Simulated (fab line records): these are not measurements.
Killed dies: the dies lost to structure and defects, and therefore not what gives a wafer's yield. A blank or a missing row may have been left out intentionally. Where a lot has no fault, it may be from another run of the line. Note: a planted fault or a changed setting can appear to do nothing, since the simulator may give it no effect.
A struck lot beside a sound one + flow n5 finfet + 37 out of 1938 route steps
Sound: the wafers L907.1, L907.2, L907.4. The struck wafers were L901.1, L901.2, L901.5. The cause is named last.
At each step with rows: each side's tool, then ch and its chambers, then its first start. Under that, the readings that differ: sound wafers + struck wafers + difference of the means + sigmas: that difference in standard deviations of wafers without a fault.
alike: a reading whose means differ by less than 2 such deviations, as well as words and numbers matching on both sides. not compared: withheld readings; readings where some wafer has no value; bounds like >300 that might hide an equal value; numbers whose values overlap and for which the record gives no deviation.
A row with sigmas, a row that says differs or no value, or rows on one side alone: a step with any of these is where the two part. Numbers that don't overlap but have no deviation are shown without sigmas and don't part them. Lack of a reading on every wafer of one side parts them only where that side has two or more wafers.

first, 9 steps without rows for these wafers: N5_BEOL_M6_DESCUM_33 (chemistry O2, time 7 s); N5_BEOL_M6_ETCH_72 (etches underlayer in N2/H2, target depth 6.5 nm, time 5.2 s); N5_BEOL_M6_ETCH_65 (etches SiARC in CF4, target depth 15.6 nm, time 26 s); N5_BEOL_M6_ETCH_66 (etches SOC in N2/H2, target depth 80 nm, overetch 16 nm, time 120 s); N5_BEOL_M6_STRIP_69 (strips in N2/H2); N5_BEOL_M6_STRIP_73 (strips in N2/H2); N5_BEOL_M6_VIA_ETCH_34 (etches SiCOH lowk in C4F6/O2, target depth 126.3 nm, time 50.9 s); N5_BEOL_M6_STRIP_76 (strips in C4F6/O2); N5_BEOL_M6_STRIP_36 (strips in N2/H2).
N5_BEOL_M6_TRENCH_ETCH_37: etches SiCOH lowk in C4F6/O2, target depth 94.435 nm, time 31.5 s.
  sound on rie diel-05 ch 0,1,3, day 15 07:07; struck on rie diel-02 ch 1,2,3, day 14 22:34
| reading                             | sound             | struck            | difference | sigmas |
|-------------------------------------|-------------------|-------------------|------------|--------|
| rf fwd power W (W)                  | 338.8 339.0 338.5 | 277.2 277.1 278.2 | -61.3      | -38    |
| rf vpp V (V)                        | 666 662 670       | 739 748 746       | +78        | +16    |
| model.BEOL_M6.feature depth nm (nm) | 93.4 94.2 95.6    | 88.8 88.2 87      | -6.4       |        |
| model.etch.depth nm (nm)            | 93.41 94.29 95.58 | 88.73 88.3 86.98  | -6.42      |        |
  alike: O2_flow_sccm, drypump motor current A, oes product au, showerhead plenum p Torr, throttle valve pct
  not compared: rf hours counter h
then, 2 steps without rows for these wafers: N5_BEOL_M6_ETCH_41 (etches SiCN in CH3F/O2, target depth 29.7 nm, time 52 s); N5_BEOL_M6_STRIP_80 (strips in N2/H2, time 10 s).
N5_BEOL_M6_OCD_MEAS_38:
  sound on ocd-02 at day 15 07:16; struck on ocd-02 at day 14 22:43
| reading              | sound          | struck         | difference | sigmas |
|----------------------|----------------|----------------|------------|--------|
| trench depth nm (nm) | 93.8 94.1 95.6 | 88.2 88.8 87.2 | -6.4       | -5     |
then, 13 steps without rows for these wafers: N5_BEOL_M6_HM_STRIP_39 (strips TiN in peroxide tin strip, target depth 25 nm, time 158 s); N5_BEOL_M6_SRD_40 (time 30 s); N5_BEOL_M6_PRECLEAN_42 (cleans in residue remover, time 60 s); N5_BEOL_M6_SRD_43 (time 30 s); N5_BEOL_M6_CURE_75 (cures SiCOH lowk, time 120 s); N5_BEOL_M6_DEGAS_44 (time 60 s); N5_BEOL_M6_PRE_CLEAN_45 (time 30 s); N5_BEOL_M6_ALD_77 (deposits TaN, target thk 2 nm, pulse time 2 s, purge time 3 s); N5_BEOL_M6_SURFACE_TREAT_79; N5_BEOL_M6_CVD_78 (deposits Co from CCTBA/H2, target thk 2 nm, time 142.3 s); N5_BEOL_M6_SPUTTER_48 (material Cu, target thk 10 nm, time 1.667 s); N5_BEOL_M6_ECD_50 (material Cu, target thk 300 nm); N5_BEOL_M6_ANNEAL_51 (time 90 s).
N5_BEOL_M6_CMP_52: polishes, stops on SiCOH lowk, t overpolish 6.9 s, target thk 80 nm.
  sound on cmp-01 ch 0,1,2, day 15 10:47; struck on cmp-02 ch 1,3, day 15 00:43
| reading                                | sound          | struck       | difference | sigmas |
|----------------------------------------|----------------|--------------|------------|--------|
| model.Cu_of_BEOL_M6_ECD_50.thk nm (nm) | 78.8 80.8 80.6 | 74 74.2 73.8 | -6         |        |
  alike: barrier field endpoint s, motor current A, overpolish run s, retaining ring pressure frac, time to endpoint s
N5_BEOL_M6_THK_MEAS_53: measures by xrf.
  sound on film metro-02 at day 15 11:04; struck on film metro-02 at day 15 00:59
| reading     | sound          | struck         | difference | sigmas |
|-------------|----------------|----------------|------------|--------|
| M6_THK (nm) | 78.9 80.5 80.9 | 74.5 74.4 74.0 | -5.8       | -3     |
then, 2 steps without rows for these wafers: N5_BEOL_M6_PRE_CLEAN_55 (time 15 s); N5_BEOL_M6_DEP_56 (deposits SiCN from 3MS/NH3, target thk 10 nm, time 17.5 s).
N5_BEOL_M6_RS_MEAS_57: uses a four-point probe to measure.
  sound on film metro-02 at day 15 11:12; struck on film metro-02 at day 15 01:07
| reading        | sound             | struck            | difference | sigmas |
|----------------|-------------------|-------------------|------------|--------|
| M6_RS (ohm/sq) | 0.292 0.282 0.283 | 0.314 0.313 0.314 | +0.028     | +4     |
then, 5 steps without rows for these wafers: N5_BEOL_M7_ILD_DEP_00 (deposits SiCOH lowk from DEMS/porogen, target thk 179.75 nm, time 33.4 s); N5_BEOL_M7_CURE_74 (cures SiCOH lowk, time 240 s); N5_BEOL_M7_PECVD_70 (deposits SiO2 from TEOS/O2, target thk 20 nm, time 22.7 s); N5_BEOL_M7_HM_DEP_02 (deposits TiN, target thk 20 nm); N5_BEOL_M7_COAT_59 (time 60 s, resist thk 100 nm).
-- record jumps: 3 days separate the struck wafers' starts on either side; left off in module BEOL_M7, taken up again in module BEOL_M15, whose first shown step is the route's number 1830 --
N5_BEOL_M15_RC_MEAS_101:
  sound on prober-01 ch 0, day 18 12:09; struck on prober-01 ch 0, day 17 22:46
| reading                   | sound                   | struck                  | difference | sigmas |
|---------------------------|-------------------------|-------------------------|------------|--------|
| COMB_M10 (S/m)            | 9e-12 1e-11 1.1e-11     | 1.8e-11 1.5e-11 1.9e-11 | +7.3e-12   | +2     |
| COMB_M8 (S/m)             | 1.7e-11 2.5e-11 1.8e-11 | 2.6e-11 3.1e-11 4.3e-11 | +1.3e-11   | +3     |
| SERP_M6 (ohm/um)          | 13.4 13.5 13.7          | 15.3 15.3 15.8          | +1.9       | +4     |
| SERP_M6_max_site (ohm/um) | 14.0 14.7 14.1          | 16.0 15.8 16.5          | +1.8       | +4     |
  alike: COMB_M11, COMB_M12, COMB_M13, COMB_M14, COMB_M15, COMB_M15_max_site, COMB_M5, COMB_M6, COMB_M7, COMB_M7_max_site, COMB_M9, SERP_M10, SERP_M11, SERP_M12, SERP_M13, SERP_M14, SERP_M5, SERP_M7, SERP_M7_max_site, SERP_M8, SERP_M9, SERP_M9_max_site

WHERE THEY PART
At N5_BEOL_M6_TRENCH_ETCH_37 first; at N5_BEOL_M15_RC_MEAS_101 last (within this record only).

WHY: what the simulator had put in
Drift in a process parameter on rie diel-02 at N5_BEOL_M6_TRENCH_ETCH_37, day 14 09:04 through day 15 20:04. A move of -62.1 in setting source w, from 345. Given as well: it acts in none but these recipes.
